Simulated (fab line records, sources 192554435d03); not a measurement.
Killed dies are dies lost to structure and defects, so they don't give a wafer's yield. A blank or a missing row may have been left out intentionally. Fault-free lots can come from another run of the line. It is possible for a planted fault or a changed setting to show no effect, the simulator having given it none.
A lot that was struck, set against a sound lot	flow n5-finfet	12 steps out of a route of 1938
Sound: these wafers, L816.1, L816.2, L816.6. Struck: wafer L829.6 (left out: L829.1, a lot-mate that was not struck); the cause follows at the end.
Each step with rows lists, per side, the tool, then ch with its chambers, then its first start. Under that, the readings that differ: sound wafers	struck wafers	difference of the means	sigmas: that difference in standard deviations of wafers without a fault.
alike: words and numbers the same on both sides, and readings whose means are apart by under 2 such deviations; not compared: readings that were withheld, readings missing a value for some wafer, numbers with overlapping values and no deviation given by the record, and bounds like >300 which may hide the same value.
The two part at a step that has a row with sigmas, a row that says differs or no value, or rows on one side only. Non-overlapping numbers with no deviation appear without sigmas and do not part them. A reading missing from all wafers of one side parts the sides only when that side holds two or more wafers.

first, 9 steps without rows for these wafers: N5_BEOL_M3_DEVELOP_27 (develop time 30 s); N5_BEOL_M3_DESCUM_33 (chemistry O2, time 7 s); N5_BEOL_M3_ETCH_77 (etches underlayer in N2/H2, target depth 6.5 nm, time 5.2 s); N5_BEOL_M3_ETCH_69 (etches SiARC in CF4, target depth 15.6 nm, time 26 s); N5_BEOL_M3_ALD_98 (deposits SiO2, target thk 2.5 nm, pulse time 1 s, co reactant pulse time 1 s); N5_BEOL_M3_ETCHBACK_99 (etches SiO2 in CHF3, target depth 5 nm, time 10.4 s); N5_BEOL_M3_ETCH_70 (etches SOC in N2/H2, target depth 80 nm, overetch 16 nm, time 120 s); N5_BEOL_M3_STRIP_71 (strips in N2/H2); N5_BEOL_M3_STRIP_78 (strips in N2/H2).
N5_BEOL_M3_VIA_ETCH_34: etches the open film in C4F6/O2, target depth 69.4 nm, time 65.9 s.
  sound on rie-diel-06 ch 1,2,3, day 9 11:29; struck on rie-diel-06 ch 1, day 13 05:55
reading	sound	struck	difference	sigmas
oes-product-au (a.u.)	0.92 0.78 0.72	0.98	+0.17	+2
model.etch.depth-nm (nm)	70.48 70.44 70.68	104.8	+34.3	
model.SOC_of_BEOL_M3_COAT_67.thk-nm (nm)	52 52.2 51.8	48.2	-3.8	
  alike: chamber-pressure-mTorr, drypump-motor-current-A, rf-vpp-V, showerhead-plenum-p-Torr, throttle-valve-pct
  not compared: rf-hours-counter-h
then, 1 step without rows for these wafers: N5_BEOL_M3_STRIP_83 (strips in C4F6/O2).
N5_BEOL_M4_RC_MEAS_101:
  sound on prober-01 ch 0, day 10 02:40; struck on prober-02 ch 0, day 13 20:39
reading	sound	struck	difference	sigmas
IOFF_N (nA/um)	0.14 0.19 0.14	0.22	+0.06	+2
  alike: DIBL_N, DIBL_P, IOFF_P, ION_N, ION_P, SS_N, SS_P, VT_N, VT_P

== WHERE THEY PART ==
Last at N5_BEOL_M4_RC_MEAS_101 as far as this record goes, first at N5_BEOL_M3_VIA_ETCH_34.

WHY: whatever the simulator had introduced
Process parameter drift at N5_BEOL_M3_VIA_ETCH_34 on rie-diel-06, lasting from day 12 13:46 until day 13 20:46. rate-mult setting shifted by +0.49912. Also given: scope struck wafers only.
